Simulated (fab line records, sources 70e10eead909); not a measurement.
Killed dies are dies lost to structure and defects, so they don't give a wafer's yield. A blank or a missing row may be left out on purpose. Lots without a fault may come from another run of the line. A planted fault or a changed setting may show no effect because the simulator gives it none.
Which tool did it? | flow nand_harc | 11 lots, 33 wafers sampled, at 3 steps of a route of 1302

WHAT THE GAUGES READ, wafer by wafer
NHARC_A_CHANNEL_HOLE_D2_INSPECT_40.
lot  | measured     | on                | raw_defect_count
L191 | day 14 09:28 | defect_inspect-02 | 446 326 387
L192 | day 14 11:02 | defect_inspect-02 | 385 314 574
L193 | day 15 13:36 | defect_inspect-01 | 293 265 268
L195 | day 16 02:04 | defect_inspect-02 | 290 352 279
L200 | day 18 02:53 | defect_inspect-02 | 120 134 122
L201 | day 18 07:01 | defect_inspect-02 | 601 626 558
L202 | day 18 21:02 | defect_inspect-01 | 548 604 482
L203 | day 19 19:38 | defect_inspect-01 | 303 377 332
L210 | day 22 17:16 | defect_inspect-02 | 220 152 170
L212 | day 22 18:40 | defect_inspect-01 | 231 436 371
L211 | day 22 22:54 | defect_inspect-01 | 530 619 402

WHICH TOOL RAN EACH LOT (tool, then ch and the chambers of the sampled wafers, then the start)
lot  | NHARC_A_CHANNEL_HOLE_D2_ETCH_21  | NHARC_A_CHANNEL_HOLE_D2_ETCH_27
L191 | har_etch-02 ch 0,1, day 14 04:11 | har_etch-02 ch 0,1, day 14 07:44
L192 | har_etch-01 ch 0,1, day 14 05:53 | har_etch-01 ch 0,1, day 14 09:22
L193 | har_etch-02 ch 0,1, day 15 08:27 | har_etch-02 ch 0,1, day 15 11:56
L195 | har_etch-02 ch 0,1, day 15 20:59 | har_etch-02 ch 0,1, day 16 00:25
L200 | har_etch-02 ch 0,1, day 17 21:34 | har_etch-02 ch 0,1, day 18 01:08
L201 | har_etch-02 ch 0,1, day 18 01:45 | har_etch-02 ch 0,1, day 18 05:17
L202 | har_etch-02 ch 0,1, day 18 15:50 | har_etch-02 ch 0,1, day 18 19:20
L203 | har_etch-01 ch 0,1, day 19 14:02 | har_etch-01 ch 0,1, day 19 17:35
L210 | har_etch-02 ch 0,1, day 22 12:08 | har_etch-02 ch 0,1, day 22 15:35
L212 | har_etch-01 ch 0,1, day 22 13:28 | har_etch-01 ch 0,1, day 22 16:58
L211 | har_etch-01 ch 0,1, day 22 17:32 | har_etch-01 ch 0,1, day 22 21:05
- NHARC_A_CHANNEL_HOLE_D2_ETCH_21: etches the open film in C4F8/O2/Ar, time 514.3 s, target depth 1600 nm.
- NHARC_A_CHANNEL_HOLE_D2_ETCH_27: etches the open film in C4F8/O2/Ar, time 90 s, target depth 400 nm.

THE ANSWER, worked out from the rows above alone
Rule: what is usual is taken from the lots themselves. Put in order of their means at a reading, lots are off if they are a third of the lots or fewer, leave a main group of 4 or more, and stand apart from it by a gap of 3 or more times the standard deviation of the main group's means; of several such gaps the widest counts. A main group whose means are all the same, to the digits that the tables above print for the reading, isn't used. A lot without any number at a reading at which 4 lots or more have one is off too. The other lots that the step has rows for count as sound.
No lot is off at any reading shown: from this, nothing can be told.

WHAT THE SIMULATOR HAD PUT IN
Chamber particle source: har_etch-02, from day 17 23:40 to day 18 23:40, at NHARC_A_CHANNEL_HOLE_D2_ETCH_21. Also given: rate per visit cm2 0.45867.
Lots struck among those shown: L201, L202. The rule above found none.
